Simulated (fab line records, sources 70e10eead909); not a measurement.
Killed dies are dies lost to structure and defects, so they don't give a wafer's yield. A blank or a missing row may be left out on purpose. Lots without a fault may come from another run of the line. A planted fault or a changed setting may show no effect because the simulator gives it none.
fab line records | flow nand_harc
record lots=22 wafers=66 last_day=33
route steps=1302 shown A_CONTACT@1088 A_M0@1152 A_M1@1182
lots that met no fault: from a run of the same line without faults
start_h: hours from the record's first day to the start of the lot's first wafer shown | wait_h: hours since the lot's step before | " the same as in the row above | L1.1+2: a row that stands for several wafers | - no value, or no start given | * or withheld: withheld | < > ~ a bound
route shown NAME@n: a module of which the file shows steps, and the number in the route of the first | usual: mean/standard deviation of fault-free wafers | same: alike in all rows | chamber/n: place in a boat | sites: the reading at each site | _std_site: their standard deviation | _edge_site: outer sites' mean less inner sites' | radius_mm: how far each site lies from the wafer's centre | mask NAME#n: copy n | behind: the tool/chamber that last shaped the wafer | hold: why the lot was held/for how many hours/how that ended | device: the transistor (n, p or np) that didn't switch | end of line: the same wafers' tests at the end of the route | a step without rows: its recipe alone | killed: dies lost to structure and defects at the first sort, not the wafer's yield | map: a wafer's dies, x killed, . not, _ none there
set.NAME: the setting as run; set.NAME@STEP: as run at that earlier step | model.NAME: the simulator's own value behind a step, which no gauge read
steps of the route over a sample of lots; a table a step, a row a wafer
services: from which hour (start_h, from the record's first day; less than 0 if before it) a tool's chamber was out of use, for how many hours, and why
## steps
# step NHARC_A_CONTACT_ETCH_136
# recipe source_w=withheld pressure_mtorr=20 bias_v=1200 time_s=311 target_depth_a=19120 ar_flow_sccm=withheld c4f8_flow_sccm=withheld o2_flow_sccm=withheld chemistry=C4F8/O2/Ar
# usual chamber_pressure_mTorr=19.999/0.018
# columns lot.wafer tool chamber start_h wait_h chamber_pressure_mTorr rf_hours_counter_h
L074.1 har_cap_etch-02 0 505.74 0.2 19.958 87
L074.2 " 1 " " 20.027 87
L074.5 " 0 " " 20.028 -
L077.2 har_cap_etch-03 0 527.08 0.3 20.023 49
L077.6 " 1 " " 20.009 -
L077.5 " 0 " " 20.001 -
L075.2 har_cap_etch-02 1 528.61 0.2 20.006 94
L075.1 " 0 " " 19.993 94
L075.3 " 0 " " 20.009 -
L076.1 har_cap_etch-03 0 532.28 0.2 19.963 50
L076.4 " 0 " " 20.017 -
L076.5 " 0 " " 20.037 -
L078.1 har_cap_etch-01 1 544.59 0.2 19.992 6
L078.3 " 0 " " 19.953 -
L078.5 " 0 " " 20.003 -
L079.2 har_cap_etch-01 1 560.01 0.2 20.015 8
L079.4 " 1 " " 20.003 -
L079.5 " 1 " " 19.991 -
L080.2 har_cap_etch-03 1 568.54 0.2 20.000 55
L080.4 " 0 " " 20.026 -
L080.5 " 1 " " 20.006 -
L081.2 har_cap_etch-02 1 583.37 0.2 19.979 102
L081.3 " 0 " " 19.997 -
L081.6 " 0 " " 19.989 -
L084.3 har_cap_etch-01 1 612.70 0.2 19.996 -
L084.4 " 0 " " 20.011 -
L084.5 " 0 " " 20.008 -
L085.1 har_cap_etch-03 1 615.44 0.2 19.983 63
L085.5 " 1 " " 20.012 -
L085.6 " 0 " " 20.011 -
L083.2 har_cap_etch-02 0 616.08 0.2 19.949 109
L083.4 " 0 " " 19.980 -
L083.6 " 0 " " 20.022 -
L086.1 har_cap_etch-02 0 629.76 0.2 19.987 113
L086.4 " 1 " " 20.006 -
L086.5 " 1 " " 20.006 -
L089.1 har_cap_etch-01 1 645.84 0.3 19.999 24
L089.4 " 1 " " 19.975 -
L089.6 " 0 " " 20.020 -
L088.2 har_cap_etch-02 1 646.22 0.2 19.988 116
L088.1 " 0 " " 19.994 116
L088.4 " 1 " " 20.003 -
L087.1 har_cap_etch-02 1 653.07 0.3 19.990 117
L087.4 " 1 " " 20.000 -
L087.6 " 1 " " 19.999 -
L090.1 har_cap_etch-02 1 669.45 0.2 20.002 119
L090.4 " 0 " " 19.987 -
L090.5 " 0 " " 20.011 -
L093.1 har_cap_etch-03 0 694.22 0.2 20.025 78
L093.6 " 1 " " 19.979 -
L093.5 " 0 " " 20.019 -
L091.1 har_cap_etch-02 0 706.46 0.2 19.996 126
L091.4 " 0 " " 20.004 -
L091.6 " 0 " " 19.969 -
L094.1 har_cap_etch-02 1 715.51 0.2 20.008 128
L094.4 " 1 " " 19.997 -
L094.5 " 0 " " 20.014 -
L097.2 har_cap_etch-01 0 724.05 0.2 19.976 34
L097.5 " 0 " " 19.959 -
L097.6 " 1 " " 20.005 -
L095.2 har_cap_etch-03 1 724.44 0.2 20.017 85
L095.1 " 0 " " 19.958 85
L095.4 " 0 " " 19.986 -
L096.2 har_cap_etch-03 1 738.92 0.2 20.010 87
L096.4 " 1 " " 20.014 -
L096.6 " 1 " " 20.010 -
# step NHARC_A_CONTACT_ETCH_110
# recipe target_depth_a=600 overetch_a=60 time_s=33 ion_energy_ev=100 cf4_flow_sccm=80 o2_flow_sccm=20 ar_flow_sccm=0 rf_w=300 bias_w=100 chemistry=CF4/O2
# usual cf4_flow_sccm=80.05/0.23 chamber_pressure_mTorr=29.999/0.028 drypump_motor_current_A=5.9/0.36 oes_ar_750_au=1.000/0.0048 oes_product_au=0.998/0.0077 rf_vpp_V=197.9/1.3 showerhead_plenum_p_Torr=1.34/0.056 throttle_valve_pct=13.397/0.0082
# columns lot.wafer tool chamber start_h wait_h cf4_flow_sccm chamber_pressure_mTorr drypump_motor_current_A oes_ar_750_au oes_product_au rf_hours_counter_h rf_vpp_V showerhead_plenum_p_Torr throttle_valve_pct
L074.1 rie_diel-01 2 507.63 0.1 80.01 30.017 5.9 1.000 0.995 23 196.6 1.32 13.396
L074.2 " 0 " " 80.29 29.981 6.0 1.000 0.988 19 199.8 1.42 13.392
L074.5 " 1 " " 80.15 30.000 5.9 1.005 0.994 - 199.6 1.39 13.396
L077.2 rie_diel-01 0 529.27 0.1 79.76 29.985 6.0 1.009 0.974 24 198.8 1.42 13.388
L077.6 " 3 " " 80.05 29.969 5.6 0.999 0.997 - 196.3 1.28 13.395
L077.5 " 0 " " 79.92 30.030 6.0 0.999 0.979 - 200.9 1.42 13.405
L075.3 rie_diel-01 0 530.58 0.1 79.77 30.005 6.0 1.003 0.985 24 199.5 1.42 13.395
L075.1 " 1 " " 80.33 29.948 5.9 1.001 1.000 26 198.7 1.39 13.402
L075.2 " 3 " " 79.82 30.019 5.7 1.001 1.002 26 195.9 1.28 13.398
L076.1 rie_diel-01 3 534.18 0.1 80.47 30.020 5.6 0.995 0.993 27 196.4 1.28 13.403
L076.5 " 3 " " 80.50 30.013 5.7 1.007 1.009 - 197.6 1.28 13.398
L076.4 " 0 " " 80.15 30.030 6.0 1.003 0.979 - 199.2 1.42 13.410
L078.1 rie_diel-01 3 546.49 0.1 80.04 30.012 5.6 1.008 1.005 30 196.6 1.28 13.391
L078.3 " 1 " " 79.86 29.963 5.9 0.997 1.001 29 199.5 1.39 13.402
L078.5 " 3 " " 80.11 30.023 5.6 1.007 0.997 - 197.3 1.28 13.416
L079.2 rie_diel-07 1 561.91 0.1 80.61 29.966 6.0 0.993 1.004 25 197.5 1.32 13.393
L079.4 " 2 " " 80.24 30.026 5.5 1.003 0.990 24 196.0 1.30 13.389
L079.5 " 0 " " 79.64 30.036 5.0 0.994 1.010 - 195.1 1.24 13.418
L080.2 rie_diel-01 1 570.39 0.1 79.83 29.970 5.9 0.998 1.002 0 199.1 1.39 13.404
L080.4 " 0 " " 80.01 29.968 6.1 0.997 0.997 0 199.2 1.41 13.394
L080.5 " 2 " " 79.60 30.083 5.9 1.000 1.006 - 196.6 1.32 13.393
L081.3 rie_diel-07 3 585.27 0.1 80.00 30.046 6.3 1.004 0.995 28 198.4 1.38 13.390
L081.2 " 1 " " 79.92 30.006 6.1 0.988 1.004 31 197.6 1.31 13.386
L081.6 " 3 " " 79.90 30.029 6.3 1.008 0.984 - 199.8 1.38 13.382
L084.4 rie_diel-01 2 614.54 0.1 79.84 30.012 5.9 1.005 1.012 7 197.9 1.31 13.384
L084.3 " 1 " " 79.81 29.944 5.9 0.991 1.007 10 199.2 1.39 13.399
L084.5 " 2 " " 79.98 30.003 5.9 1.000 1.012 - 197.0 1.31 13.386
L085.1 rie_diel-05 1 617.38 0.1 80.16 29.986 5.5 1.000 1.002 11 196.5 1.31 13.399
L085.6 " 0 " " 80.28 29.964 6.4 1.003 0.986 - 200.5 1.40 13.407
L085.5 " 1 " " 80.38 30.015 5.5 0.994 1.012 - 196.1 1.31 13.393
L083.4 rie_diel-05 1 618.10 0.0 80.64 29.989 5.5 1.002 0.998 11 196.7 1.31 13.410
L083.2 " 0 " " 79.61 29.989 6.4 1.002 0.993 8 198.6 1.40 13.402
L083.6 " 2 " " 80.23 29.971 6.2 1.007 0.991 - 195.2 1.28 13.425
L086.4 rie_diel-05 3 631.77 0.1 79.66 30.003 6.1 1.004 0.998 13 198.0 1.32 13.393
L086.1 " 1 " " 80.24 30.009 5.5 0.999 0.988 16 197.9 1.31 13.400
L086.5 " 2 " " 80.30 30.004 6.1 1.011 0.999 - 196.4 1.28 13.404
L089.1 rie_diel-05 3 648.10 0.1 80.00 30.001 6.1 0.996 1.003 20 196.3 1.32 13.389
L089.4 " 1 " " 79.79 29.972 5.5 1.000 0.998 21 197.6 1.31 13.396
L089.6 " 2 " " 80.16 29.946 6.2 1.001 1.009 - 196.5 1.28 13.405
L088.1 rie_diel-05 0 648.14 0.1 79.88 30.010 6.4 0.992 1.001 21 198.8 1.40 13.384
L088.4 " 1 " " 79.94 29.992 5.5 1.005 1.004 21 198.5 1.31 13.390
L088.2 " 2 " " 80.02 30.006 6.2 0.993 0.997 19 197.4 1.28 13.403
L087.4 rie_diel-05 1 655.34 0.1 80.15 29.984 5.5 0.994 1.008 24 196.4 1.31 13.396
L087.1 " 2 " " 79.92 29.994 6.1 1.001 0.997 22 197.6 1.27 13.396
L087.6 " 3 " " 80.01 29.958 6.1 1.000 0.997 - 198.4 1.31 13.392
L090.4 rie_diel-01 3 671.33 0.1 80.34 30.036 5.7 1.001 0.998 13 197.6 1.28 13.394
L090.1 " 0 " " 80.24 29.973 6.0 1.002 0.990 13 200.0 1.41 13.404
L090.5 " 0 " " 80.10 30.008 6.1 1.003 1.001 - 199.6 1.41 13.396
L093.1 rie_diel-07 1 696.22 0.2 80.10 30.021 6.0 1.001 1.002 9 197.7 1.31 13.393
L093.6 " 2 " " 80.00 29.990 5.5 1.010 1.001 - 196.6 1.29 13.397
L093.5 " 3 " " 80.24 30.003 6.3 0.999 1.003 - 198.1 1.37 13.392
L091.1 rie_diel-07 1 708.41 0.1 80.00 30.018 6.0 1.003 0.995 14 197.1 1.31 13.394
L091.4 " 3 " " 79.96 30.026 6.3 0.999 0.993 15 197.8 1.37 13.403
L091.6 " 0 " " 79.61 30.013 5.0 1.000 0.998 - 199.5 1.44 13.408
L094.1 rie_diel-07 3 717.74 0.3 79.76 30.015 6.3 1.008 0.995 19 197.8 1.37 13.402
L094.4 " 1 " " 79.82 29.996 6.0 1.001 1.002 - 196.2 1.31 13.393
L094.5 " 3 " " 80.13 29.945 6.3 1.000 1.002 - 198.1 1.37 13.398
L097.2 rie_diel-07 0 725.94 0.1 80.03 29.985 5.0 1.000 0.995 24 199.6 1.44 13.388
L097.5 " 2 " " 79.97 29.969 5.5 1.004 1.007 - 196.6 1.29 13.403
L097.6 " 3 " " 80.33 29.994 6.3 0.999 0.995 - 197.7 1.37 13.379
L095.1 rie_diel-01 0 726.33 0.1 79.87 29.989 6.0 1.004 1.007 23 198.2 1.41 13.404
L095.4 " 2 " " 80.11 30.036 5.9 1.001 1.008 22 197.7 1.31 13.386
L095.2 " 3 " " 80.29 29.979 5.7 0.998 1.009 24 195.7 1.28 13.395
L096.2 rie_diel-05 3 740.78 0.1 79.71 30.016 6.1 0.996 1.011 52 197.3 1.31 13.408
L096.4 " 0 " " 80.24 30.023 6.4 1.006 0.991 55 199.4 1.39 13.385
L096.6 " 2 " " 80.30 29.971 6.2 1.005 0.993 - 196.4 1.27 13.395
# step NHARC_A_CONTACT_ALD_18
# recipe target_thk_a=30 pulse_time_s=1 ald_cycles=150 temp_c=450 material=TiN
# usual heater_power_w=1094/82 precursor_pulse_height_rel=1.001/0.02 susceptor_temp_C=450.02/0.26
# columns lot.wafer tool chamber start_h wait_h heater_power_w precursor_pulse_height_rel susceptor_temp_C
L074.1 ald_metal-03 0 508.28 - 1104 0.995 449.70
L074.2 " 1 " " 1017 1.007 449.91
L074.5 " 0 " " 1126 1.015 449.65
L077.2 ald_metal-04 3 529.93 - 1211 0.992 450.34
L077.5 " 2 " " 1038 0.976 449.90
L077.6 " 3 " " 1195 0.992 450.11
L075.2 ald_metal-03 2 531.23 - 1285 1.008 449.62
L075.3 " 3 " " 1102 0.993 450.35
L075.1 " 1 " " 1040 0.983 450.15
L076.1 ald_metal-03 2 534.89 - 1269 1.001 449.67
L076.4 " 1 " " 1019 1.000 450.11
L076.5 " 2 " " 1270 0.999 449.64
L078.1 ald_metal-02 0 547.13 - 1155 0.986 449.42
L078.3 " 3 " " 1189 0.988 449.69
L078.5 " 1 " " 933 0.971 449.92
L079.2 ald_metal-04 1 562.54 - 1000 1.021 450.49
L079.4 " 3 " " 1211 1.047 449.82
L079.5 " 2 " " 1051 1.020 450.06
L080.4 ald_metal-04 1 571.05 - 1030 1.031 450.12
L080.2 " 3 " " 1283 1.071 449.84
L080.5 " 1 " " 1051 0.972 449.92
L081.2 ald_metal-04 1 585.92 - 1054 0.980 450.56
L081.3 " 3 " " 1246 0.971 450.01
L081.6 " 2 " " 1076 1.008 449.63
L084.3 ald_metal-03 0 615.46 - 1096 1.049 -
L084.4 " 1 " " 1041 0.957 -
L084.5 " 3 " " 1081 1.003 -
L085.1 ald_metal-04 0 618.15 - 1033 0.975 449.86
L085.5 " 0 " " 1019 1.015 449.74
L085.6 " 1 " " 1019 1.013 450.18
L083.2 ald_metal-03 0 618.77 - 1085 1.000 449.96
L083.4 " 1 " " 1017 0.999 449.99
L083.6 " 0 " " 1118 1.011 450.10
L086.1 ald_metal-03 0 632.42 - 1118 0.936 450.22
L086.4 " 3 " " 1072 1.000 449.91
L086.5 " 1 " " 1047 0.991 449.91
L089.1 ald_metal-04 0 648.75 - 1034 0.974 450.35
L089.4 " 3 " " 1248 0.996 450.09
L089.6 " 1 " " 1046 1.020 450.18
L088.4 ald_metal-03 2 648.92 - 1185 1.021 450.04
L088.1 " 0 " " 1116 0.989 449.54
L088.2 " 1 " " 1053 1.015 450.16
L087.1 ald_metal-02 1 656.02 - 985 0.975 -
L087.4 " 2 " " 1094 0.986 -
L087.6 " 2 " " 1067 0.997 -
L090.1 ald_metal-03 3 671.99 - 1082 1.019 450.28
L090.4 " 0 " " 1117 0.981 449.82
L090.5 " 2 " " 1223 0.982 450.26
L093.1 ald_metal-04 1 696.85 - 982 0.991 449.90
L093.6 " 1 " " 958 1.000 449.74
L093.5 " 2 " " 1042 0.985 450.14
L091.1 ald_metal-03 0 709.05 - 1084 0.963 449.90
L091.4 " 2 " " 1193 1.006 449.86
L091.6 " 1 " " 1020 1.005 449.58
L094.1 ald_metal-03 1 718.44 - 1052 0.999 449.82
L094.4 " 2 " " 1231 0.992 450.00
L094.5 " 2 " " 1234 0.977 449.92
L097.2 ald_metal-02 1 726.58 - 985 0.982 450.11
L097.5 " 1 " " 992 1.001 450.08
L097.6 " 2 " " 1053 1.026 450.32
L095.2 ald_metal-03 1 726.98 - 1046 0.977 449.17
L095.1 " 2 " " 1211 1.042 449.87
L095.4 " 3 " " 1120 0.990 449.99
L096.4 ald_metal-02 2 741.43 - 1082 1.011 450.09
L096.2 " 3 " " 1161 1.021 450.67
L096.6 " 1 " " 971 1.024 450.05
# step NHARC_A_M0_ETCH_15
# recipe target_depth_a=1500 overetch_a=150 time_s=82.5 c4f8_flow_sccm=withheld ar_flow_sccm=400 rf_w=600 bias_w=300 chemistry=C4F8/Ar
# usual chamber_pressure_mTorr=25.001/0.022 oes_product_au=0.949/0.023 rf_vpp_V=441.3/2.9
# columns lot.wafer tool chamber start_h wait_h chamber_pressure_mTorr oes_product_au rf_hours_counter_h rf_vpp_V
L074.1 rie_diel-02 0 - - 25.022 0.913 7.4 442.8
L074.2 " 1 " " 24.995 0.925 8.0 443.6
L074.5 " 1 " " 25.031 0.924 - 443.0
L077.2 rie_diel-02 2 - - 24.978 0.977 8.7 436.1
L077.6 " 3 " " 24.998 0.959 - 443.1
L077.5 " 0 " " 25.009 0.952 - 444.3
L075.1 rie_diel-12 3 - - 25.008 0.966 4.8 445.7
L075.2 " 0 " " 25.011 0.970 4.2 443.4
L075.3 " 1 " " 25.028 0.980 4.2 441.7
L076.1 rie_diel-02 1 - - 25.020 0.925 9.3 442.5
L076.4 " 3 " " 25.022 0.919 8.8 444.0
L076.5 " 1 " " 24.961 0.923 - 443.5
L078.3 rie_diel-09 2 - - 24.994 0.964 0.2 438.4
L078.1 " 0 " " 25.014 0.960 2.5 443.2
L078.5 " 2 " " 24.973 0.955 - 438.5
L079.2 rie_diel-09 0 - - 25.026 0.979 3.4 443.1
L079.4 " 3 " " 25.006 0.956 3.5 437.1
L079.5 " 0 " " 25.012 0.982 - 442.6
L080.2 rie_diel-12 2 - - 24.999 0.930 6.3 442.7
L080.4 " 0 " " 24.974 0.933 7.0 443.3
L080.5 " 2 " " 25.023 0.930 - 441.8
L081.2 rie_diel-12 0 - - 25.007 0.931 8.3 443.7
L081.3 " 2 " " 24.984 0.920 7.1 443.9
L081.6 " 0 " " 24.980 0.930 - 442.4
L084.3 rie_diel-12 1 - - 24.983 0.965 8.4 441.8
L084.4 " 2 " " 25.039 0.987 7.6 443.2
L084.5 " 3 " " 24.991 0.960 - 444.6
L085.1 rie_diel-02 3 - - 24.947 0.961 2.6 444.6
L085.6 " 1 " " 24.953 0.968 - 442.9
L085.5 " 2 " " 25.024 0.961 - 436.8
L083.4 rie_diel-09 3 - - 24.988 0.974 7.1 437.8
L083.2 " 1 " " 24.998 0.956 5.9 439.7
L083.6 " 2 " " 25.046 0.981 - 438.4
L086.4 rie_diel-09 3 - - 25.002 0.923 7.4 436.4
L086.1 " 0 " " 24.986 0.928 7.2 443.2
L086.5 " 2 " " 24.977 0.932 - 438.2
L089.1 rie_diel-02 3 - - 24.980 0.931 4.9 443.3
L089.4 " 0 " " 25.039 0.941 5.2 441.9
L089.6 " 3 " " 25.010 0.938 - 444.0
L088.2 rie_diel-02 1 - - 24.989 0.928 5.0 443.1
L088.4 " 2 " " 24.985 0.936 4.7 434.8
L088.1 " 3 " " 25.026 0.926 5.0 444.4
L087.4 rie_diel-02 3 - - 25.033 0.964 5.2 444.2
L087.1 " 0 " " 25.011 0.961 5.5 445.0
L087.6 " 3 " " 25.010 0.978 - 442.6
L090.4 rie_diel-02 0 - - 24.982 0.913 5.7 442.1
L090.1 " 2 " " 25.000 0.934 5.1 436.3
L090.5 " 3 " " 25.043 0.920 - 443.7
L093.1 rie_diel-12 1 - - 24.982 0.986 5.0 441.7
L093.5 " 2 " " 25.000 0.986 - 442.3
L093.6 " 3 " " 24.997 0.964 - 443.9
L091.1 rie_diel-02 0 - - 24.981 0.971 7.5 442.6
L091.4 " 3 " " 25.009 0.961 6.8 441.8
L091.6 " 1 " " 25.008 0.980 - 441.4
L094.1 rie_diel-09 0 - - 25.018 0.966 1.3 444.4
L094.5 " 0 " " 25.025 0.946 - 444.9
L094.4 " 1 " " 25.032 0.951 - 439.8
L097.2 rie_diel-09 0 - - 25.029 0.913 2.1 442.7
L097.5 " 0 " " 25.007 0.921 - 444.4
L097.6 " 1 " " 25.001 0.921 - 440.0
L095.4 rie_diel-12 2 - - 24.955 0.957 4.3 443.7
L095.1 " 3 " " 24.958 0.920 5.1 444.9
L095.2 " 0 " " 25.011 0.938 5.9 442.6
L096.2 rie_diel-02 2 - - 24.991 0.971 7.4 436.3
L096.4 " 0 " " 25.004 0.955 8.7 442.7
L096.6 " 3 " " 24.995 0.951 - 442.3
# step NHARC_A_M0_DEGAS_28
# recipe temp_c=250 time_s=60
# usual heater_power_w=326/33 susceptor_temp_C=250.04/0.19
# columns lot.wafer tool chamber start_h wait_h heater_power_w susceptor_temp_C
L074.1 pvd_sputter-01 - 515.53 - 370 250.21
L074.2 " - " " 330 249.92
L074.5 " - " " 371 250.00
L077.2 pvd_sputter-03 - 537.11 - 351 250.27
L077.6 " - " " 301 250.27
L077.5 " - " " 349 249.93
L075.1 pvd_sputter-02 - 538.95 - 384 -
L075.3 " - " " 316 -
L075.2 " - " " 324 -
L076.4 pvd_sputter-02 - 542.25 - 338 249.94
L076.1 " - " " 305 250.42
L076.5 " - " " 323 249.86
L078.3 pvd_sputter-02 - 554.31 - 325 249.86
L078.1 " - " " 296 249.90
L078.5 " - " " 295 249.81
L079.2 pvd_sputter-03 - 569.81 - 299 250.09
L079.4 " - " " 326 249.91
L079.5 " - " " 347 250.28
L080.2 pvd_sputter-01 - 578.09 - 288 250.31
L080.4 " - " " 307 249.99
L080.5 " - " " 290 250.22
L081.2 pvd_sputter-02 - 592.96 - 388 250.09
L081.3 " - " " 320 250.43
L081.6 " - " " 397 249.94
L084.4 pvd_sputter-03 - 622.56 - 324 249.99
L084.3 " - " " 303 250.16
L084.5 " - " " 267 250.17
L085.1 pvd_sputter-03 - 625.31 - 351 249.84
L085.6 " - " " 282 250.28
L085.5 " - " " 337 250.03
L083.4 pvd_sputter-01 - 625.90 - 363 250.20
L083.2 " - " " 341 250.11
L083.6 " - " " 322 249.82
L086.1 pvd_sputter-03 - 639.66 - 270 250.28
L086.4 " - " " 309 250.05
L086.5 " - " " 348 250.13
L089.1 pvd_sputter-02 - 655.93 - 350 249.98
L089.4 " - " " 387 250.04
L089.6 " - " " 343 249.77
L088.1 pvd_sputter-01 - 656.40 - 366 249.71
L088.4 " - " " 344 250.43
L088.2 " - " " 279 249.91
L087.1 pvd_sputter-02 - 662.93 - 348 250.04
L087.4 " - " " 291 250.13
L087.6 " - " " 346 249.97
L090.1 pvd_sputter-02 - 679.22 - 388 250.36
L090.4 " - " " 303 250.04
L090.5 " - " " 350 250.37
L093.1 pvd_sputter-02 - 704.02 - 287 250.21
L093.5 " - " " 387 250.27
L093.6 " - " " 307 249.73
L091.4 pvd_sputter-03 - 716.20 - 332 250.05
L091.1 " - " " 264 250.16
L091.6 " - " " 307 250.19
L094.4 pvd_sputter-02 - 725.66 - 393 249.74
L094.1 " - " " 304 250.04
L094.5 " - " " 312 249.93
L097.2 pvd_sputter-02 - 733.89 - 383 249.71
L097.6 " - " " 285 250.03
L097.5 " - " " 375 250.03
L095.1 pvd_sputter-02 - 734.80 - 374 -
L095.2 " - " " 312 -
L095.4 " - " " 345 -
L096.2 pvd_sputter-01 - 748.46 - 350 250.07
L096.4 " - " " 294 250.24
L096.6 " - " " 357 250.10
# step NHARC_A_M1_DESCUM_14
# recipe time_s=3 o2_flow_sccm=200 ar_flow_sccm=0 bias_power_w=0 chemistry=O2
# usual chamber_pressure_mTorr=60.00/0.056 drypump_motor_current_A=5.5/0.58 oes_product_au=0.999/0.0082 rf_vpp_V=57.7/0.9 showerhead_plenum_p_Torr=1.86/0.057 throttle_valve_pct=11.310/0.0084
# same bias_power_w=0
# columns lot.wafer tool chamber start_h wait_h chamber_pressure_mTorr drypump_motor_current_A oes_product_au rf_hours_counter_h rf_vpp_V showerhead_plenum_p_Torr throttle_valve_pct
L074.2 rie_diel-03 2 518.63 0.1 59.97 6.3 1.002 1.8 56.4 1.82 11.322
L074.1 " 3 " " 59.96 4.9 0.991 1.6 59.0 1.98 11.302
L074.5 " 1 " " 60.06 5.4 0.994 - 57.4 1.88 11.312
L077.2 rie_diel-03 1 540.16 0.1 59.99 5.4 0.997 2.4 58.1 1.88 11.303
L077.6 " 2 " " 60.01 6.3 1.001 - 57.4 1.82 11.300
L077.5 " 1 " " 59.96 5.4 0.999 - 57.5 1.88 11.303
L075.3 rie_diel-03 2 542.06 0.1 59.98 6.4 1.014 2.5 58.6 1.82 11.303
L075.1 " 0 " " 60.05 4.7 0.999 2.4 58.8 1.82 11.320
L075.2 " 1 " " 59.98 5.4 1.001 2.5 57.4 1.88 11.312
L076.1 rie_diel-03 1 545.41 0.1 59.96 5.4 1.005 2.6 57.3 1.88 11.309
L076.4 " 0 " " 59.95 4.7 1.005 - 58.2 1.82 11.297
L076.5 " 1 " " 60.02 5.4 0.998 - 58.3 1.88 11.303
L078.3 rie_diel-03 0 557.47 0.1 59.92 4.7 0.983 3.1 56.9 1.82 11.303
L078.1 " 1 " " 59.89 5.4 0.997 3.3 56.0 1.88 11.324
L078.5 " 0 " " 60.02 4.7 0.987 - 56.9 1.82 11.305
L079.4 rie_diel-10 3 573.44 0.1 59.97 5.6 1.005 5.9 57.2 1.80 11.305
L079.2 " 0 " " 60.06 6.0 1.008 6.3 59.7 1.95 11.315
L079.5 " 3 " " 59.97 5.6 1.003 - 57.4 1.80 11.304
L080.2 rie_diel-10 1 581.26 0.1 60.04 5.9 1.001 6.9 59.3 1.84 11.311
L080.5 " 1 " " 59.89 5.9 1.001 - 56.7 1.84 11.306
L080.4 " 2 " " 59.92 5.3 1.001 - 58.5 1.91 11.311
L081.2 rie_diel-03 3 595.95 0.1 59.96 4.9 0.997 3.4 59.3 1.98 11.323
L081.3 " 1 " " 60.08 5.4 1.006 4.6 58.1 1.88 11.297
L081.6 " 3 " " 59.97 4.9 0.988 - 57.8 1.98 11.311
L084.4 rie_diel-03 3 625.71 0.1 60.09 4.9 0.999 3.8 58.7 1.98 11.326
L084.3 " 1 " " 59.97 5.4 1.018 5.0 58.1 1.88 11.315
L084.5 " 0 " " 60.00 4.7 1.012 - 57.3 1.82 11.309
L085.1 rie_diel-03 0 628.68 0.1 60.04 4.7 1.007 5.0 57.8 1.82 11.299
L085.6 " 0 " " 59.96 4.7 1.006 - 56.2 1.82 11.310
L085.5 " 1 " " 60.02 5.4 0.997 - 57.8 1.88 11.300
L083.2 rie_diel-03 3 629.07 0.1 59.95 4.9 0.994 4.0 58.0 1.97 11.322
L083.4 " 0 " " 59.86 4.7 1.000 5.0 57.6 1.82 11.308
L083.6 " 2 " " 60.05 6.3 0.999 - 58.2 1.81 11.324
L086.1 rie_diel-04 2 642.72 0.1 59.96 6.0 0.998 4.2 57.8 1.83 11.321
L086.5 " 2 " " 60.02 5.9 0.989 - 57.5 1.83 11.315
L086.4 " 3 " " 59.92 6.0 0.985 - 58.2 1.84 11.315
L089.1 rie_diel-03 0 659.08 0.1 59.97 4.7 1.003 0.6 57.5 1.82 11.314
L089.4 " 2 " " 59.93 6.3 1.005 0.5 58.3 1.81 11.303
L089.6 " 3 " " 60.00 4.9 1.005 - 58.3 1.97 11.321
L088.4 rie_diel-03 0 659.84 0.1 59.95 4.7 1.003 0.7 57.0 1.82 11.306
L088.2 " 1 " " 59.98 5.4 1.004 0.5 56.2 1.88 11.310
L088.1 " 2 " " 60.04 6.3 1.003 0.6 57.6 1.82 11.312
L087.4 rie_diel-03 2 666.03 0.1 59.99 6.3 0.997 0.9 58.4 1.81 11.318
L087.1 " 3 " " 59.95 4.9 1.000 1.0 59.0 1.97 11.309
L087.6 " 2 " " 59.95 6.3 0.987 - 57.3 1.81 11.310
L090.4 rie_diel-03 0 682.35 0.1 60.03 4.7 0.999 1.7 56.2 1.82 11.321
L090.1 " 1 " " 59.95 5.4 1.005 1.7 56.5 1.88 11.303
L090.5 " 0 " " 60.03 4.7 0.999 - 58.4 1.82 11.302
L093.1 rie_diel-04 1 707.16 0.1 60.09 6.3 0.990 7.5 55.4 1.78 11.317
L093.6 " 2 " " 60.02 5.9 1.006 - 58.4 1.83 11.306
L093.5 " 3 " " 60.01 6.0 0.997 - 56.3 1.84 11.321
L091.4 rie_diel-10 3 719.35 0.1 60.09 5.6 0.986 6.8 57.2 1.80 11.298
L091.1 " 0 " " 59.96 6.0 1.002 7.1 58.1 1.95 11.309
L091.6 " 1 " " 59.97 5.9 0.981 - 58.4 1.84 11.304
L094.1 rie_diel-04 3 728.78 0.1 60.02 6.0 1.012 0.9 58.9 1.84 11.307
L094.4 " 2 " " 59.96 6.0 0.994 - 58.5 1.83 11.310
L094.5 " 3 " " 60.02 6.0 1.001 - 57.1 1.84 11.303
L097.2 rie_diel-03 3 737.02 0.1 60.08 4.9 0.993 4.1 60.0 1.97 11.329
L097.6 " 0 " " 59.93 4.7 0.988 - 58.2 1.82 11.306
L097.5 " 1 " " 60.00 5.4 1.003 - 56.8 1.88 11.320
L095.4 rie_diel-10 1 738.18 0.1 59.94 5.9 1.000 8.8 56.1 1.84 11.319
L095.1 " 3 " " 60.06 5.6 1.005 8.2 57.8 1.80 11.323
L095.2 " 0 " " 60.11 6.0 1.007 8.4 57.7 1.95 11.303
L096.4 rie_diel-03 0 751.59 0.1 59.96 4.7 0.991 4.3 58.1 1.82 11.311
L096.2 " 2 " " 60.04 6.3 0.993 4.2 58.4 1.81 11.312
L096.6 " 0 " " 60.05 4.7 0.990 - 57.4 1.82 11.327
## services
# columns tool chamber start_h hours kind
rie_diel-02 - 482.22 1.5 repair
ald_metal-03 - 504.80 1.7 repair
pvd_sputter-02 - 506.44 4.9 repair
rie_diel-03 3 526.97 5.9 repair
rie_diel-01 2 532.67 6.3 repair
rie_diel-03 3 539.68 9.2 repair
ald_metal-03 - 548.15 1.0 repair
rie_diel-01 - 558.32 9.0 pm
ald_metal-03 - 568.00 10.0 pm
rie_diel-02 - 570.71 9.0 pm
ald_metal-03 3 596.61 4.6 repair
rie_diel-03 3 606.17 9.5 repair
rie_diel-03 - 611.69 0.6 repair
rie_diel-02 1 615.42 1.6 repair
rie_diel-01 - 619.30 36.6 repair
rie_diel-03 - 635.30 9.0 pm
pvd_sputter-02 - 638.00 10.0 pm
ald_metal-03 2 661.79 5.4 repair
rie_diel-03 1 692.00 4.3 repair
ald_metal-03 3 695.73 8.5 repair
rie_diel-02 2 720.49 2.7 repair
rie_diel-03 0 731.93 2.5 repair
pvd_sputter-02 - 735.21 0.7 repair
ald_metal-03 - 746.00 10.0 pm
## key
fault none
